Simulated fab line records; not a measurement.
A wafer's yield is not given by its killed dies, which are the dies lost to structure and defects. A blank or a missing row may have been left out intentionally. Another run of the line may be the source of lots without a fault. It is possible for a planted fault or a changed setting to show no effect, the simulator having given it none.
Matching of chambers	flow n5_finfet	N5_BEOL_M4_DEP_57 on pecvd-01 has 3 sister chambers
The step deposits SiCN from 3MS/NH3, target thk 8 nm, time 14 s. 6 wafers are shown with their chamber, then 11 later ones without.

## EACH WAFER AND ITS CHAMBER
wafer	chamber	showerhead_plenum_p_Torr (Torr)	throttle_valve_pct (%)
L086.1	1	3.658	9.0
L086.2	0	3.626	9.1
L087.1	0	3.628	9.1
L087.3	1	3.648	9.0
L087.6	2	3.650	9.0
L090.3	2	3.665	8.5

## WAFERS WITHOUT THEIR CHAMBER
wafer	showerhead_plenum_p_Torr (Torr)	throttle_valve_pct (%)
L090.4	3.644	9.0
L090.6	3.639	8.9
L095.3	3.656	8.8
L095.4	3.645	8.9
L095.5	3.650	8.6
L094.1	3.662	9.0
L094.3	3.658	9.1
L094.5	3.652	9.1
L097.1	3.656	9.0
L097.3	3.639	9.3
L097.5	3.649	8.4

## THE CHAMBER EACH PASSED THROUGH
wafer	from the rows above	in truth
L090.4	can't be placed: 1 or 2 or 0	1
L090.6	can't be placed: 0 or 1 or 2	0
L095.3	can't be placed: 2 or 1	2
L095.4	can't be placed: 1 or 2 or 0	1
L095.5	can't be placed: 2 or 1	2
L094.1	can't be placed: 1 or 2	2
L094.3	can't be placed: 1 or 2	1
L094.5	can't be placed: 1 or 2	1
L097.1	can't be placed: 1 or 2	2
L097.3	can't be placed: 0 or 1 or 2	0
L097.5	can't be placed: 2 or 1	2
Placed correctly: 0 of 11. From these rows, 11 cannot be placed; in 11 the true chamber is one of the candidates. Wrongly placed: 0.
How it was worked out, from the rows above alone: a wafer's distance from a chamber is the root of the sum, over the readings, of the square of ((its reading less the chamber's mean) divided by the reading's scatter). If the next closest chamber is less than 2 further off than the closest, the wafer can't be placed; otherwise it belongs to the closest. The mean given for a chamber averages the wafers shown for that chamber. How the scatter is found: for the shown wafers, subtract from each reading the mean of its chamber, square and add these, divide the total by (wafers less chambers), then take the root.
